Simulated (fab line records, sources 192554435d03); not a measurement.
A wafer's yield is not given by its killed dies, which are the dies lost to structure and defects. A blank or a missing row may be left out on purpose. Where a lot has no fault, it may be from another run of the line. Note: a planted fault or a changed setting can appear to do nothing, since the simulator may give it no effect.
Which tool was responsible? + flow n5 finfet + 36 wafers from 12 lots sampled at 4 of the route's 1938 steps

WHAT EACH GAUGE READ, for each wafer
N5_BEOL_M10_CD_MEAS_18: pitch 140 nm, target cd 70 nm.
| lot  | measured     | on        | cd nm (nm)     |
|------|--------------|-----------|----------------|
| L075 | day 9 20:32  | cd sem-01 | 69.5 69.5 68.8 |
| L077 | day 10 16:02 | cd sem-03 | 70.1 69.0 69.4 |
| L081 | day 11 14:42 | cd sem-01 | 69.6 70.1 69.6 |
| L080 | day 11 19:30 | cd sem-01 | 71.1 70.5 70.6 |
| L083 | day 12 15:29 | cd sem-03 | 71.5 71.4 72.1 |
| L085 | day 13 03:22 | cd sem-02 | 70.8 70.6 71.1 |
| L088 | day 13 16:13 | cd sem-02 | 69.7 70.0 70.8 |
| L089 | day 14 01:08 | cd sem-02 | 70.9 70.2 71.0 |
| L090 | day 14 11:41 | cd sem-02 | 69.5 68.9 69.1 |
| L092 | day 15 01:37 | cd sem-03 | 69.6 69.3 68.8 |
| L097 | day 15 08:43 | cd sem-02 | 69.3 69.0 70.7 |
| L096 | day 15 12:30 | cd sem-01 | 71.5 70.9 70.1 |

WHICH TOOL RAN EACH LOT (tool, then ch and the chambers of the sampled wafers, then the start)
| lot  | N5_BEOL_M9_SURFACE_TREAT_79  | N5_BEOL_M9_ANNEAL_51             | N5_BEOL_M10_CURE_71           |
|------|------------------------------|----------------------------------|-------------------------------|
| L075 | pvd sputter-03, day 9 15:53  | rtp anneal-02 ch 0, day 9 16:28  | uv cure-03 ch 0, day 9 17:24  |
| L077 | pvd sputter-01, day 10 11:21 | rtp anneal-02 ch 0, day 10 12:26 | uv cure-03 ch 2, day 10 13:18 |
| L081 | pvd sputter-02, day 11 10:55 | rtp anneal-01 ch 0, day 11 11:30 | uv cure-03 ch 1, day 11 12:22 |
| L080 | pvd sputter-01, day 11 14:11 | rtp anneal-02 ch 0, day 11 16:31 | uv cure-02 ch 1, day 11 17:23 |
| L083 | pvd sputter-01, day 12 11:34 | rtp anneal-02 ch 0, day 12 12:26 | uv cure-01 ch 0, day 12 13:24 |
| L085 | pvd sputter-01, day 12 23:17 | rtp anneal-01 ch 0, day 12 23:46 | uv cure-01 ch 0, day 13 00:43 |
| L088 | pvd sputter-01, day 13 11:51 | rtp anneal-01 ch 0, day 13 12:54 | uv cure-03 ch 0, day 13 14:02 |
| L089 | pvd sputter-01, day 13 18:27 | rtp anneal-02 ch 0, day 13 19:59 | uv cure-01 ch 1, day 13 21:06 |
| L090 | pvd sputter-01, day 14 06:46 | rtp anneal-02 ch 0, day 14 07:22 | uv cure-01 ch 2, day 14 08:29 |
| L092 | pvd sputter-03, day 14 19:37 | rtp anneal-02 ch 0, day 14 20:32 | uv cure-02 ch 0, day 14 21:35 |
| L097 | pvd sputter-03, day 15 03:53 | rtp anneal-02 ch 0, day 15 04:20 | uv cure-02 ch 1, day 15 05:16 |
| L096 | pvd sputter-02, day 15 08:27 | rtp anneal-02 ch 0, day 15 09:12 | uv cure-03 ch 1, day 15 10:18 |
- N5_BEOL_M9_SURFACE_TREAT_79
- N5_BEOL_M9_ANNEAL_51: time 90 s.
- N5_BEOL_M10_CURE_71: cures SiCOH lowk, time 240 s.

THE ANSWER, worked out from the rows above alone
Rule: the lots themselves supply what counts as usual. Put in order of their means at a reading, lots are off if they are a third of the lots or fewer, leave a main group of 4 or more, and stand apart from it by a gap of 3 or more times the standard deviation of the main group's means; of several such gaps the widest counts. A main group whose means are all the same, to the digits that the tables above print for the reading, isn't used. Also off: a lot with no number at a reading for which 4 or more lots have one. The other lots that the step has rows for count as sound.
None of the lots is off at any reading shown; this tells nothing.

WHAT WAS PUT IN BY THE SIMULATOR
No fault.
